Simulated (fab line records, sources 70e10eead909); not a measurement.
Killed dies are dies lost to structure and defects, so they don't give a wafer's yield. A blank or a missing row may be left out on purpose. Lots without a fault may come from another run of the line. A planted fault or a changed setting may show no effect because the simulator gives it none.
Chamber matching | flow nand_harc | NHARC_A_STAIRCASE_TRIM_12 on rie_diel-03: 4 sister chambers
The step chemistry O2, time 211.2 s. 4 wafers are shown with their chamber, then 7 later ones without.

WAFERS WITH THEIR CHAMBER
wafer  | chamber | drypump_motor_current_A (A)
L750.4 | 2       | 5.0
L750.5 | 0       | 6.0
L755.3 | 3       | 6.1
L755.5 | 1       | 5.2

WAFERS WITHOUT THEIR CHAMBER
wafer  | drypump_motor_current_A (A)
L753.3 | 6.2
L753.4 | 5.0
L756.3 | 5.0
L756.5 | 5.0
L756.6 | 6.2
L757.1 | 5.2
L757.2 | 5.0

WHICH CHAMBER EACH WENT THROUGH
wafer  | from the rows above     | in truth
L753.3 | can't be placed: 3 or 0 | 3
L753.4 | 2                       | 2
L756.3 | 2                       | 2
L756.5 | 2                       | 2
L756.6 | can't be placed: 3 or 0 | 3
L757.1 | 1                       | 1
L757.2 | 2                       | 2
Placed correctly: 5 of 7. Can't be placed from these rows: 2 (the true chamber is among the candidates in 2). Placed wrongly: 0.
How it was worked out, from the rows above alone: a wafer's distance from a chamber is the root of the sum, over the readings, of the square of ((its reading less the chamber's mean) divided by the reading's scatter). The wafer belongs to the nearest chamber; if the next one is less than 2 further off, it can't be placed. A chamber's mean is the mean of its shown wafers. The scatter: with one shown wafer a chamber, the root of the mean of the squares of how far each hidden wafer lies from its nearest shown one.
